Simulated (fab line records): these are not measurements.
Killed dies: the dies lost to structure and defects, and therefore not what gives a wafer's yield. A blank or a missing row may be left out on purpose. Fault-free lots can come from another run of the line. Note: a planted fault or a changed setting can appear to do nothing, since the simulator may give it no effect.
Matching of chambers -- flow nand-harc -- NHARC_A_CONTACT_ETCH_88 on rie-diel-05 has 4 sister chambers
The step etches the open film in CF4, target depth 39 nm, time 65 s. 16 wafers are shown with their chamber, then 8 later ones without.

WAFERS PAIRED WITH THEIR CHAMBERS
wafer,chamber,drypump-motor-current-A (A),showerhead-plenum-p-Torr (Torr),cf4-flow-sccm (sccm)
L926.1,3,5.9,1.86,150.0
L926.2,0,6.3,1.84,150.3
L926.3,2,6.3,1.82,150.0
L929.2,2,6.2,1.82,149.7
L929.5,2,6.2,1.82,149.5
L929.6,1,5.3,1.86,150.6
L930.1,0,6.3,1.84,150.5
L930.4,1,5.3,1.86,149.8
L930.5,0,6.3,1.84,150.4
L932.2,2,6.2,1.82,149.8
L932.3,0,6.3,1.84,150.2
L932.4,1,5.3,1.85,149.8
L936.2,3,5.9,1.86,150.6
L936.4,2,6.2,1.82,150.0
L936.5,1,5.3,1.85,149.9
L940.2,3,5.9,1.86,150.2

SIGNATURES, as means of the wafers listed above
reading,chamber 0,chamber 1,chamber 2,chamber 3,scatter within a chamber
drypump-motor-current-A,6.300,5.300,6.220,5.900,0.0258
showerhead-plenum-p-Torr,1.8400,1.8550,1.8200,1.8600,0.00289
cf4-flow-sccm,150.350,150.025,149.800,150.267,0.268
Rule: a wafer's distance from a chamber is the root of the sum, over the readings, of the square of ((its reading less the chamber's mean) divided by the reading's scatter). The wafer belongs to the nearest chamber; if the next one is less than 2 further off, it can't be placed. The scatter is the square root of a quotient: the sum, over the shown wafers, of each reading's squared deviation from its chamber's mean, divided by wafers minus chambers.

WAFERS WITHOUT THEIR CHAMBER
wafer,drypump-motor-current-A (A),showerhead-plenum-p-Torr (Torr),cf4-flow-sccm (sccm)
L940.4,5.3,1.85,150.1
L940.5,5.3,1.85,150.2
L945.3,5.9,1.85,149.7
L945.4,5.3,1.85,149.1
L945.5,6.2,1.81,149.9
L944.1,5.3,1.85,149.6
L944.2,6.3,1.83,150.3
L944.6,5.3,1.85,150.4

EACH ONE'S CHAMBER
wafer,from the rows above,in truth
L940.4,1,1
L940.5,1,1
L945.3,3,3
L945.4,1,1
L945.5,2,2
L944.1,1,1
L944.2,can't be placed: 0 or 2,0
L944.6,1,1
Correct placement for 7 of the 8. From these rows, 1 cannot be placed; in 1 the true chamber is one of the candidates. 0 placed wrongly.
